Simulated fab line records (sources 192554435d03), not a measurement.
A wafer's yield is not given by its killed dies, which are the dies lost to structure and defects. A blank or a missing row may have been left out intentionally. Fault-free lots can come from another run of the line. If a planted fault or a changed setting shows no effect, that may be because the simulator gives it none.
Matching of chambers	flow n5Finfet	4 sister chambers for N5_BEOL_M0_SAQP_DESCUM_19 on rieDiel-03
The step chemistry O2, time 7.9 s. 8 wafers are shown with their chamber, then 7 later ones without.

== WAFERS, EACH WITH ITS CHAMBER ==
wafer	chamber	drypumpMotorCurrentA (A)	throttleValvePct (%)
L550.2	1	5.6	20.21
L553.4	1	5.6	20.22
L557.4	2	6.4	20.67
L564.2	0	5.5	20.56
L564.3	3	5.9	20.49
L564.6	0	5.5	20.56
L567.3	3	5.9	20.52
L567.4	2	6.3	20.73

== WAFERS WHOSE CHAMBER IS MISSING ==
wafer	drypumpMotorCurrentA (A)	throttleValvePct (%)
L567.5	6.3	20.71
L571.2	5.5	20.57
L571.3	5.6	20.27
L571.5	5.9	20.53
L573.3	6.3	20.74
L573.5	5.5	20.59
L573.6	6.3	20.72

== WHICH CHAMBER EACH WENT THROUGH ==
wafer	from the rows above	in truth
L567.5	2	2
L571.2	0	0
L571.3	1	1
L571.5	3	3
L573.3	2	2
L573.5	0	0
L573.6	2	2
Correct placement for 7 of the 7. Left unplaced by these rows: 0. Number placed wrongly: 0.
How it was worked out, from the rows above alone: a wafer's distance from a chamber is the root of the sum, over the readings, of the square of ((its reading less the chamber's mean) divided by the reading's scatter). If the next closest chamber is less than 2 further off than the closest, the wafer can't be placed; otherwise it belongs to the closest. For every chamber, the mean is computed from those of its wafers that are shown. The scatter: take each reading less its chamber's mean, square it, sum over the shown wafers, divide by the number of wafers less the number of chambers, and take the root.
